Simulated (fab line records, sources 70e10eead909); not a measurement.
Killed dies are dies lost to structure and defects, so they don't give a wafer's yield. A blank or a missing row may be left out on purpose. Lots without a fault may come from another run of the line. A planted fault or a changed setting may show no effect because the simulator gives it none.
Problem report in the 8D (eight disciplines) form, filled by code | flow nand_harc | the parts of the form that need people (team, actions taken, sign-off) are left out

1. THE PROBLEM
cd_nm at NHARC_A_BLC_CD_MEAS_10 reads a mean of 92.7 nm on 6 wafers of 2 lots; wafers without a fault read 99.7 nm with a standard deviation of 0.56. That is -13 standard deviations from the usual mean.
The step: target cd 100 nm.
First seen on wafer L121.1, day 27 01:14, on cd_sem-01. The record holds 33 wafers of 11 lots with a number at this step. Rule for "out", or "out of limits": more than 4 standard deviations from the usual mean. The other wafers with a number count as sound.

2. WHAT IT IS AND WHAT IT IS NOT
question                    | is                     | is not
which readings at this step | cd_nm                  | -
which lots                  | L120, L121             | L111, L115, L116, L123, L124, L125, L129, L131, L132
which wafers of those lots  | all that have a number | -
read on which gauges        | cd_sem-01              | cd_sem-02, cd_sem-03
when                        | from day 27 01:14      | up to then (9 sound wafers); but 18 sound wafers of L123, L124, L125, L129, L131, L132 came after

3. SUSPECTS, AND WHAT RULES EACH OUT
Counting: a tool at a process step up to the reading stays a suspect if it ran every lot that is out and no sound lot after the first of them.
- the gauge at NHARC_A_BLC_CD_MEAS_10: ruled out. All the wafers that are out were read on cd_sem-01, but those of them that NHARC_A_BLC_PEB_08 has rows for are out there too, on other tools.
- rie_diel-02 at NHARC_A_CONTACT_ETCH_110 (etches the open film in CF4/O2, target depth 60 nm, overetch 6 nm, time 33 s): kept. It ran every lot that is out, first L121 (day 26 22:35), and no sound lot after that; its last sound lot up to then is L116 (day 25 04:32).
- litho_track-01 at NHARC_A_BLC_PEB_08 (peb time 65 s): kept. It ran every lot that is out, first L121 (day 27 01:09), and no sound lot after that; its last sound lot up to then is L116 (day 25 07:00). Its own readings are out on those wafers: heater_power_total_W, plate_temp_C.
Left after counting: rie_diel-02 at NHARC_A_CONTACT_ETCH_110, litho_track-01 at NHARC_A_BLC_PEB_08.

4. THE CAUSE (what the simulator had put in)
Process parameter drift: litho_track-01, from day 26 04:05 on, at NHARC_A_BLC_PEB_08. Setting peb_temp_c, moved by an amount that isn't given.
Counting left 2 suspects, and this tool is among them.

5. THE CHAIN OF EFFECTS, in route order
Each row: a reading whose mean over the struck wafers that have a number lies more than 3 standard deviations from the usual. Only readings for which the record gives a usual standard deviation are gone through. hours: the time from each lot's start at the first step in this table that gives one to its start at this step, as a median over the lots. sigmas: the change in usual standard deviations.
hours | step                   | reading              | usual   | on struck wafers | change | sigmas
0     | NHARC_A_BLC_PEB_08     | heater_power_total_W | 156.6 W | 152.8            | -3.8   | -8.9
0     | NHARC_A_BLC_PEB_08     | plate_temp_C         | 99.96 C | 97.97            | -1.99  | -17
0     | NHARC_A_BLC_CD_MEAS_10 | cd_nm                | 99.7 nm | 92.7             | -7.0   | -13
The process steps in it:
- NHARC_A_BLC_PEB_08: peb time 65 s.
Later measuring or inspecting steps at which every struck wafer that the step has a row for has a number for every such reading, and none has moved that far: NHARC_END_SORT_01.

6. WHAT WOULD HAVE CAUGHT IT SOONER
In this record the first reading out of limits at a measuring or inspecting step was taken at day 27 01:14, 21 hours after the fault began at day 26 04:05.
The tool's own readings at NHARC_A_BLC_PEB_08 were out on every struck wafer that the step has a row for (heater_power_total_W, plate_temp_C): an alarm limit on them would have fired on the first of those.
Of the lots that are out (2), L120 began NHARC_A_BLC_PEB_08 on litho_track-01 after day 27 01:14. A hold on the tool at that time would have spared it.
